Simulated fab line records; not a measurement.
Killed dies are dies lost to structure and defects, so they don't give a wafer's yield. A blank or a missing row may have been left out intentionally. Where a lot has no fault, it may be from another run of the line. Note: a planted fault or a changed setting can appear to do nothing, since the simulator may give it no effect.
Check of tool commonality    flow nand-harc    Sample size 13 lots and 45 wafers

WHY THIS WAS OPENED
On 2 of the 13 lots, a flag is raised at NHARC_P_GATE_INSPECT_28 on the reading raw-defect-count. Wafers without a fault read 6.0, standard deviation 2.6.
Rule: a lot is flagged when every wafer of it that has a number lies more than 4 standard deviations from that mean, or none has a number. The other lots count as sound.

lot   measured      on                 raw-defect-count, wafer by wafer  flag
L412  day 4 13:37   defect-inspect-01  3 7 3                             
L413  day 4 13:46   defect-inspect-02  6 7 5                             
L415  day 5 04:33   defect-inspect-01  9 9 8                             
L414  day 5 04:42   defect-inspect-02  2 5 6                             
L417  day 5 19:21   defect-inspect-02  4 4 9                             
L416  day 5 19:38   defect-inspect-01  1 3 11                            
L428  day 8 21:04   defect-inspect-02  310 382 352 313 380 354           FLAGGED
L429  day 8 22:40   defect-inspect-02  313 359 316 313 363 323           FLAGGED
L431  day 9 07:21   defect-inspect-02  2 3 5                             
L430  day 9 07:23   defect-inspect-02  3 10 5                            
L432  day 9 17:16   defect-inspect-01  6 7 8                             
L433  day 9 17:26   defect-inspect-02  6 8 9                             
L434  day 10 02:05  defect-inspect-01  9 8 7                             
On average the flagged lots read 339.8, which is +333.8 against the usual, or +99 or more standard deviations.

WHICH TOOL EACH LOT WENT THROUGH
The record keeps 1 process step preceding the reading, out of 1159 steps on the route. Read each cell as the tool, then ch plus the chambers that the sampled wafers visited, then the start.
lot   flag     NHARC_P_GATE_OXIDE_02
L412           furnace-01 ch 0, day 3 17:48
L413           furnace-01 ch 0, day 3 17:48
L415           furnace-01 ch 0, day 4 10:02
L414           furnace-01 ch 0, day 4 10:02
L417           furnace-08 ch 0, day 5 00:36
L416           furnace-08 ch 0, day 5 00:36
L428  FLAGGED  furnace-08 ch 0, day 7 23:54
L429  FLAGGED  furnace-08 ch 0, day 7 23:54
L431           furnace-04 ch 0, day 8 10:23
L430           furnace-04 ch 0, day 8 10:23
L432           furnace-04 ch 0, day 8 22:28
L433           furnace-04 ch 0, day 8 22:28
L434           furnace-04 ch 0, day 9 06:23
What the steps here do:
- NHARC_P_GATE_OXIDE_02: material SiO2, target thk 37.5 nm, ox time 365 s.
- NHARC_P_GATE_INSPECT_28

FLAGGED AGAINST TOTAL, ONE TOOL AT A TIME (gauges that did the reading follow at the end)
step                     tool               lots run  flagged  share of the flagged lots  sound lots run after its first flagged lot
NHARC_P_GATE_OXIDE_02    furnace-01         4         0        none                       -
NHARC_P_GATE_OXIDE_02    furnace-04         5         0        none                       -
NHARC_P_GATE_OXIDE_02    furnace-08         4         2        all                        0
NHARC_P_GATE_INSPECT_28  defect-inspect-01  5         0        none                       -
NHARC_P_GATE_INSPECT_28  defect-inspect-02  8         2        all                        3 (L431,L430,L433)

WHAT THE TABLE ALLOWS
furnace-08 at NHARC_P_GATE_OXIDE_02 and defect-inspect-02 at NHARC_P_GATE_INSPECT_28 are the 2 rows of the table that ran each flagged lot.
- furnace-08 at NHARC_P_GATE_OXIDE_02 ran 4 lots, 2 of them flagged. Its last sound lot is L416 (day 5 00:36), its first flagged lot L428 (day 7 23:54): a fault that began between those two fits.
- defect-inspect-02 at NHARC_P_GATE_INSPECT_28 ran 8 lots, 2 of them flagged. Sound lots followed the first flagged one (L431, L430, L433) on it, something a lasting fault affecting the whole tool could not allow.
What remains is a single tool, furnace-08 at NHARC_P_GATE_OXIDE_02.

WHAT THE SIMULATOR HAD PUT IN
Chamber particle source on furnace-08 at NHARC_P_GATE_OXIDE_02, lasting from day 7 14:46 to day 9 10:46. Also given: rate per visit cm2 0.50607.
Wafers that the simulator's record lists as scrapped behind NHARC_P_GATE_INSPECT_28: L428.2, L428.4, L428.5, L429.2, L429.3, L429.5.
Struck lots among those shown: L428, L429. The rule above reached the same finding.
